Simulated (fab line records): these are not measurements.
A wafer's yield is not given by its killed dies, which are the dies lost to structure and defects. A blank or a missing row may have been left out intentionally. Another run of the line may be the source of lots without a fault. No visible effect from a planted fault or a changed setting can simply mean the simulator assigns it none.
fab line records | flow nand_harc
record: lots: 12 | wafers: 36 | last_day: 24
route steps=1159 shown A_BONDPAD@1060 HYBRID_BOND@1100 THIN_TSV@1119 END@1159
lots that met no fault: from a run of the same line without faults
start_h: hours from the record's first day to the start of the lot's first wafer shown | wait_h: hours elapsed since this lot's preceding step | " the same as in the row above | L1.1+2: one row covering several wafers at once | - no value present, or no start provided | * or withheld: withheld | < > ~ a bound
route shown NAME@n: NAME is a module with steps in the file, n the number in the route of the first one | usual: average and standard deviation across the fault-free wafers | same: alike in all rows | chamber/n: place in a boat | sites: each site's reading | _std_site: the values' standard deviation | _edge_site: inner sites' mean taken away from outer sites' mean | radius_mm: for every site, how far away it sits from the centre of the wafer | mask NAME#n: copy n | behind: tool/chamber where the wafer was last shaped | hold: the reason the lot was held/the length of the hold in hours/how it ended | device: names the non-switching transistor (n, p or np) | end of line: the route-end tests of the same wafers | a step without rows: its recipe alone | killed: dies lost to structure and defects at the first sort, not the wafer's yield | map: the dies of a wafer, with x for killed, . for not killed, _ for no die there
set.NAME: the setting the step ran with; set.NAME@STEP: the setting that earlier step ran with | model.NAME: the simulator's own value behind a step, which no gauge read
steps of the route over a sample of lots; a table a step, a row a wafer
services: the hour from which a tool's chamber was out of use, counted from the record's first day as start_h (under 0 if before that day), plus the number of hours and why
== steps ==
step: NHARC_A_BONDPAD_CMP_29
recipe: target_thk_nm: 200 | material: SiCN
usual: motor_current_A: 12.3/1.4
lot.wafer | tool   | chamber | start_h | wait_h | motor_current_A
L952.3    | cmp-02 | 1       | 410.85  | -      | 12.9
L952.4    | "      | 2       | "       | "      | 10.0
L952.2    | "      | 3       | "       | "      | 13.6
L954.1    | cmp-03 | 2       | 422.34  | -      | 12.0
L954.5    | "      | 1       | "       | "      | 13.3
L954.6    | "      | 2       | "       | "      | 13.2
L957.1    | cmp-03 | 3       | 422.59  | -      | 11.8
L957.2    | "      | 0       | "       | "      | 11.7
L957.6    | "      | 3       | "       | "      | 11.2
L955.1    | cmp-03 | 1       | 434.67  | -      | 12.6
L955.5    | "      | 3       | "       | "      | 10.5
L955.6    | "      | 0       | "       | "      | 11.8
L958.1    | cmp-02 | 2       | 442.92  | -      | 9.6
L958.3    | "      | 0       | "       | "      | 12.4
L958.6    | "      | 1       | "       | "      | 12.6
L956.2    | cmp-01 | 3       | 444.05  | -      | 13.0
L956.1    | "      | 0       | "       | "      | 13.8
L956.4    | "      | 1       | "       | "      | 12.1
L964.1    | cmp-02 | 0       | 467.54  | -      | 11.8
L964.5    | "      | 0       | "       | "      | 11.3
L964.6    | "      | 1       | "       | "      | 12.7
L961.3    | cmp-03 | 2       | 472.75  | -      | 12.7
L961.1    | "      | 0       | "       | "      | 12.1
L961.6    | "      | 2       | "       | "      | 13.0
L970.4    | cmp-01 | 0       | 524.27  | -      | 14.0
L970.6    | "      | 2       | "       | "      | 11.8
L970.5    | "      | 3       | "       | "      | 13.5
L972.4    | cmp-01 | 2       | 528.84  | -      | 11.8
L972.5    | "      | 3       | "       | "      | 13.3
L972.6    | "      | 0       | "       | "      | 14.5
L974.4    | cmp-01 | 1       | 543.81  | -      | 12.3
L974.3    | "      | 2       | "       | "      | 12.0
L974.6    | "      | 0       | "       | "      | 13.5
L975.2    | cmp-02 | 1       | 552.02  | 0.4    | 13.1
L975.4    | "      | 3       | "       | "      | 13.9
L975.1    | "      | 0       | "       | "      | 11.8
step: NHARC_HYBRID_BOND_INSPECT_06
recipe: inspect_instrument: ir_void
usual: raw_defect_count: 35/14
lot.wafer | tool              | chamber | start_h | wait_h | raw_defect_count
L954.1    | defect_inspect-02 | -       | 441.31  | 0.1    | 21
L954.5    | "                 | -       | "       | "      | 23
L954.6    | "                 | -       | "       | "      | 29
L952.2    | defect_inspect-01 | -       | 441.31  | 0.1    | 18
L952.3    | "                 | -       | "       | "      | 18
L952.4    | "                 | -       | "       | "      | 22
L957.1    | defect_inspect-02 | -       | 441.33  | 0.1    | 26
L957.2    | "                 | -       | "       | "      | 36
L957.6    | "                 | -       | "       | "      | 38
L955.1    | defect_inspect-02 | -       | 449.67  | 0.0    | 38
L955.5    | "                 | -       | "       | "      | 40
L955.6    | "                 | -       | "       | "      | 28
L958.1    | defect_inspect-02 | -       | 457.09  | 0.0    | 25
L958.3    | "                 | -       | "       | "      | 38
L958.6    | "                 | -       | "       | "      | 26
L956.1    | defect_inspect-01 | -       | 457.12  | 0.0    | 25
L956.2    | "                 | -       | "       | "      | 29
L956.4    | "                 | -       | "       | "      | 31
L964.1    | defect_inspect-01 | -       | 480.34  | 0.0    | 47
L964.5    | "                 | -       | "       | "      | 55
L964.6    | "                 | -       | "       | "      | 46
L961.1    | defect_inspect-02 | -       | 487.17  | 0.0    | 19
L961.3    | "                 | -       | "       | "      | 18
L961.6    | "                 | -       | "       | "      | 23
L970.4    | defect_inspect-02 | -       | 538.80  | 0.1    | 40
L970.5    | "                 | -       | "       | "      | 53
L970.6    | "                 | -       | "       | "      | 61
L972.4    | defect_inspect-02 | -       | 542.39  | 0.1    | 44
L972.5    | "                 | -       | "       | "      | 38
L972.6    | "                 | -       | "       | "      | 39
L974.3    | defect_inspect-02 | -       | 557.89  | 0.1    | 25
L974.4    | "                 | -       | "       | "      | 23
L974.6    | "                 | -       | "       | "      | 24
L975.1    | defect_inspect-02 | -       | 565.89  | 0.0    | 48
L975.2    | "                 | -       | "       | "      | 65
L975.4    | "                 | -       | "       | "      | 59
step: NHARC_THIN_TSV_ETCH_44
recipe: target_depth_a: 15942 | time_s: 797.1 | cf4_flow_sccm: 150 | o2_flow_sccm: 10 | ar_flow_sccm: 0 | rf_w: 300 | bias_w: 800 | chemistry: CF4/O2
usual: drypump_motor_current_A: 5.7/0.44 | oes_product_au: 1.000/0.01 | rf_vpp_V: 795/3.2 | showerhead_plenum_p_Torr: 1.85/0.051 | throttle_valve_pct: 16.915/0.0091
same: time_s: 797.1
lot.wafer | tool        | chamber | start_h | wait_h | drypump_motor_current_A | oes_product_au | rf_hours_counter_h | rf_vpp_V | showerhead_plenum_p_Torr | throttle_valve_pct
L952.2    | rie_diel-03 | 0       | 449.26  | 0.1    | 6.1                     | 1.000          | 3                  | 797      | 1.88                     | 16.925
L952.4    | "           | 1       | "       | "      | 5.7                     | 1.013          | 3                  | 795      | 1.84                     | 16.917
L952.3    | "           | 3       | "       | "      | 5.4                     | 0.999          | 3                  | 796      | 1.85                     | 16.907
L954.1    | rie_diel-05 | 0       | 450.38  | 0.2    | 5.0                     | 1.003          | 7                  | 791      | 1.79                     | 16.899
L954.5    | "           | 2       | "       | "      | 5.4                     | 1.008          | -                  | 794      | 1.84                     | 16.921
L954.6    | "           | 3       | "       | "      | 6.0                     | 1.004          | -                  | 789      | 1.74                     | 16.932
L957.2    | rie_diel-09 | 0       | 451.34  | 0.1    | 6.0                     | 1.012          | 2                  | 794      | 1.84                     | 16.908
L957.1    | "           | 3       | "       | "      | 5.8                     | 1.016          | 2                  | 798      | 1.91                     | 16.910
L957.6    | "           | 0       | "       | "      | 6.0                     | 1.017          | -                  | 793      | 1.84                     | 16.902
L955.1    | rie_diel-05 | 2       | 452.66  | 0.1    | 5.4                     | 1.002          | 7                  | 794      | 1.84                     | 16.920
L955.6    | "           | 2       | "       | "      | 5.4                     | 1.008          | -                  | 795      | 1.84                     | 16.906
L955.5    | "           | 3       | "       | "      | 6.0                     | 1.004          | -                  | 788      | 1.74                     | 16.903
L958.3    | rie_diel-03 | 2       | 459.98  | 0.1    | 5.5                     | 1.008          | 4                  | 800      | 1.93                     | 16.913
L958.1    | "           | 0       | "       | "      | 6.1                     | 1.013          | 4                  | 798      | 1.88                     | 16.921
L958.6    | "           | 0       | "       | "      | 6.1                     | 1.000          | -                  | 798      | 1.88                     | 16.928
L956.2    | rie_diel-09 | 0       | 461.28  | 0.1    | 6.0                     | 0.991          | 4                  | 795      | 1.84                     | 16.922
L956.1    | "           | 3       | "       | "      | 5.9                     | 1.000          | 4                  | 799      | 1.91                     | 16.916
L956.4    | "           | 3       | "       | "      | 5.9                     | 0.984          | -                  | 800      | 1.91                     | 16.921
L964.1    | rie_diel-03 | 1       | 484.36  | 0.1    | 5.8                     | 1.014          | 5                  | 795      | 1.84                     | 16.920
L964.5    | "           | 1       | "       | "      | 5.8                     | 1.000          | -                  | 796      | 1.84                     | 16.933
L964.6    | "           | 2       | "       | "      | 5.5                     | 1.007          | -                  | 801      | 1.93                     | 16.906
L961.3    | rie_diel-05 | 0       | 490.10  | 0.1    | 4.9                     | 0.848          | 11                 | 791      | 1.79                     | 16.924
L961.1    | "           | 3       | "       | "      | 6.0                     | 1.019          | 12                 | 788      | 1.74                     | 16.906
L961.6    | "           | 1       | "       | "      | 5.2                     | 1.015          | -                  | 791      | 1.79                     | 16.907
L970.4    | rie_diel-09 | 1       | 543.07  | 0.2    | 6.5                     | 0.987          | 13                 | 797      | 1.86                     | 16.925
L970.5    | "           | 2       | "       | "      | 6.2                     | 1.000          | -                  | 796      | 1.86                     | 16.904
L970.6    | "           | 3       | "       | "      | 5.8                     | 0.977          | -                  | 799      | 1.91                     | 16.922
L972.4    | rie_diel-09 | 2       | 545.57  | 0.2    | 6.2                     | 1.002          | 6                  | 797      | 1.86                     | 16.903
L972.5    | "           | 3       | "       | "      | 5.9                     | 0.979          | -                  | 798      | 1.91                     | 16.907
L972.6    | "           | 0       | "       | "      | 6.0                     | 0.997          | -                  | 794      | 1.84                     | 16.923
L974.3    | rie_diel-03 | 2       | 561.03  | 0.1    | 5.5                     | 1.000          | 10                 | 800      | 1.93                     | 16.923
L974.4    | "           | 3       | "       | "      | 5.5                     | 1.026          | 10                 | 795      | 1.85                     | 16.917
L974.6    | "           | 2       | "       | "      | 5.5                     | 1.001          | -                  | 800      | 1.93                     | 16.911
L975.1    | rie_diel-03 | 2       | 569.26  | 0.1    | 5.5                     | 1.009          | 11                 | 800      | 1.93                     | 16.910
L975.4    | "           | 3       | "       | "      | 5.5                     | 1.008          | 10                 | 796      | 1.85                     | 16.921
L975.2    | "           | 0       | "       | "      | 6.1                     | 0.992          | 12                 | 798      | 1.88                     | 16.921
step: NHARC_THIN_TSV_CD_MEAS_16
usual: cd_nm: 999.4/1.8
lot.wafer | tool      | chamber | start_h | wait_h | cd_nm
L952.2    | cd_sem-01 | -       | 449.99  | 0.1    | 1000.7
L952.3    | "         | -       | "       | "      | 1000.0
L952.4    | "         | -       | "       | "      | 999.1
L954.1    | cd_sem-03 | -       | 450.99  | 0.1    | 996.6
L954.5    | "         | -       | "       | "      | 998.6
L954.6    | "         | -       | "       | "      | 998.9
L957.1    | cd_sem-02 | -       | 452.18  | 0.1    | 997.7
L957.2    | "         | -       | "       | "      | 997.4
L957.6    | "         | -       | "       | "      | 996.6
L955.1    | cd_sem-02 | -       | 453.40  | 0.1    | 1001.3
L955.5    | "         | -       | "       | "      | 1001.5
L955.6    | "         | -       | "       | "      | 1005.4
L958.1    | cd_sem-03 | -       | 460.73  | 0.1    | 998.1
L958.3    | "         | -       | "       | "      | 1000.2
L958.6    | "         | -       | "       | "      | 999.5
L956.1    | cd_sem-02 | -       | 462.11  | 0.1    | 1002.0
L956.2    | "         | -       | "       | "      | 1000.6
L956.4    | "         | -       | "       | "      | 1000.2
L964.1    | cd_sem-01 | -       | 485.07  | 0.1    | 999.2
L964.5    | "         | -       | "       | "      | 998.9
L964.6    | "         | -       | "       | "      | 1001.5
L961.1    | cd_sem-02 | -       | 490.81  | 0.1    | 1000.1
L961.3    | "         | -       | "       | "      | 1002.4
L961.6    | "         | -       | "       | "      | 1002.1
L970.4    | cd_sem-03 | -       | 543.63  | 0.1    | 998.2
L970.5    | "         | -       | "       | "      | 999.6
L970.6    | "         | -       | "       | "      | 998.1
L972.4    | cd_sem-03 | -       | 546.13  | 0.1    | 998.7
L972.5    | "         | -       | "       | "      | 1001.2
L972.6    | "         | -       | "       | "      | 999.8
L974.3    | cd_sem-03 | -       | 561.70  | 0.1    | 999.8
L974.4    | "         | -       | "       | "      | 1000.3
L974.6    | "         | -       | "       | "      | 996.9
L975.1    | cd_sem-03 | -       | 569.97  | 0.1    | 998.8
L975.2    | "         | -       | "       | "      | 998.2
L975.4    | "         | -       | "       | "      | 1000.0
step: NHARC_END_SORT_01
recipe: temp_c: 25
usual: defect_limited_yield: 95.2/1.6 | killed_at_array: 29/10 | killed_at_other: 0.7/1.1 | killed_at_periphery: 3.2/2.2 | killed_dies: 33/11 | killed_open: 3.5/1.8 | killed_short: 2.0/1.4 | sort_bin_2_pct: 1.5/0.61 | sort_bin_3_pct: 0.29/0.22 | sort_bin_4_pct: 3.1/1.1 | sort_n_pass: 644/11 | sort_rim_yield_pct: 95/3.3 | sort_yield_pct: 95.2/1.6
same: gross_dies: 677 | sort_bin_5_pct[%]: 0 | sort_bin_6_pct[%]: 0 | sort_bin_7_pct[%]: 0 | sort_bin_8_pct[%]: 0 | sort_rim_n_gross: 106.00
lot.wafer | tool      | chamber | start_h | wait_h | defect_limited_yield[%] | killed_at_array | killed_at_other | killed_at_periphery | killed_dies | killed_open | killed_short | sort_bin_2_pct[%] | sort_bin_3_pct[%] | sort_bin_4_pct[%] | sort_n_pass | sort_rim_yield_pct[%] | sort_yield_pct[%]
L961.1    | prober-01 | 0       | 513.67  | 2.5    | 97.2                    | 13              | 0               | 6                   | 19          | 2           | 2            | 0.3               | 0.44              | 2.1               | 658         | 96                    | 97.2
L961.3    | prober-01 | 0       | 515.30  | 3.1    | 0                       | 8               | 661             | 8                   | 677         | 2           | 0            | 99.0              | 0                 | 1.0               | 0           | 0                     | 0
L961.6    | prober-01 | 0       | 517.74  | 4.1    | 95.9                    | 22              | 1               | 5                   | 28          | 4           | 3            | 0.7               | 0.74              | 2.7               | 649         | 98                    | 95.9
killed by level:class
L961.1 P_GATE:chamber_film_flake=5 A_CONTACT:chamber_film_flake=3 A_CHANNEL_HOLE_D1:chamber_film_flake=2 A_WL_FILL:chamber_film_flake=2 A_SOURCE_PLATE:geometric_particle:short=1 A_ONON_D1:geometric_particle:open=1 A_CONTACT:geometric_particle:short=1 A_CONTACT:geometric_particle:open=1
L961.3 THIN_TSV:area_etch=661 P_M0:chamber_film_flake=6 P_GATE:chamber_film_flake=2 A_CHANNEL_HOLE_D1:chamber_film_flake=2 A_CONTACT:geometric_particle:open=1 A_M0:geometric_particle:open=1 A_SLIT:chamber_film_flake=1 A_CONTACT:chamber_film_flake=1
L961.6 A_CONTACT:chamber_film_flake=5 A_CHANNEL_HOLE_D1:chamber_film_flake=4 A_WL_FILL:chamber_film_flake=3 A_CONTACT:geometric_particle:open=2 A_M0:geometric_particle:open=2 P_STI:chamber_film_flake=2 P_CONTACT:chamber_film_flake=2 A_ONON_D1:geometric_particle:short=1
== services ==
tool        | chamber | start_h | hours | kind
cmp-01      | -       | 390.25  | 0.4   | repair
rie_diel-03 | -       | 392.30  | 9.0   | pm
rie_diel-09 | 2       | 398.02  | 100.3 | repair
cmp-03      | -       | 414.55  | 3.9   | repair
cmp-02      | -       | 415.29  | 1.5   | repair
cmp-01      | -       | 415.29  | 2.8   | repair
cmp-02      | -       | 422.56  | 4.0   | pm
cmp-01      | -       | 425.33  | 1.7   | repair
cmp-03      | -       | 429.16  | 0.6   | repair
rie_diel-09 | -       | 431.10  | 9.0   | pm
cmp-03      | -       | 450.00  | 4.0   | pm
rie_diel-03 | 3       | 459.04  | 17.8  | repair
cmp-03      | -       | 468.35  | 0.7   | repair
rie_diel-09 | -       | 469.69  | 0.6   | repair
cmp-01      | -       | 473.50  | 4.0   | pm
cmp-01      | -       | 492.15  | 7.7   | repair
cmp-02      | -       | 508.52  | 2.3   | repair
rie_diel-09 | 1       | 512.44  | 7.1   | repair
cmp-01      | -       | 513.85  | 2.9   | repair
cmp-03      | -       | 514.12  | 0.9   | repair
cmp-02      | -       | 520.59  | 4.0   | pm
rie_diel-09 | 0       | 520.62  | 11.6  | repair
rie_diel-03 | -       | 523.00  | 0.3   | repair
cmp-01      | -       | 523.30  | 0.8   | repair
== key ==
first_sign: step: NHARC_THIN_TSV_ETCH_44 | reading: oes_product_au | direction: down | sigmas: 15 | usual: 1.000 | struck: 0.848
effect: step: NHARC_END_SORT_01 | reading: killed_at_other | direction: up | sigmas: 99+ | usual: 0.7 | struck: 661
more_kills_born_at: NHARC_THIN_TSV_ETCH_44@rie_diel-05: 661
met_at NHARC_THIN_TSV_ETCH_44
struck_lots L961
struck_wafers L961.3
later_rows_left_out L961.3
not_acting_at NHARC_A_BONDPAD_CMP_29,NHARC_HYBRID_BOND_INSPECT_06,NHARC_THIN_TSV_CD_MEAS_16
onset_between 450.38 490.10
fault: kind: process_parameter_drift | tool: rie_diel-05 | chamber: 0 | onset_h: 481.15 | steps: NHARC_THIN_TSV_ETCH_44 | channel: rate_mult | offset: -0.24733 | shape: step | end_h: 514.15
later_rows_left_out: the simulator's readings of these wafers behind a module that went badly wrong aren't trusted and aren't shown, but for the sort
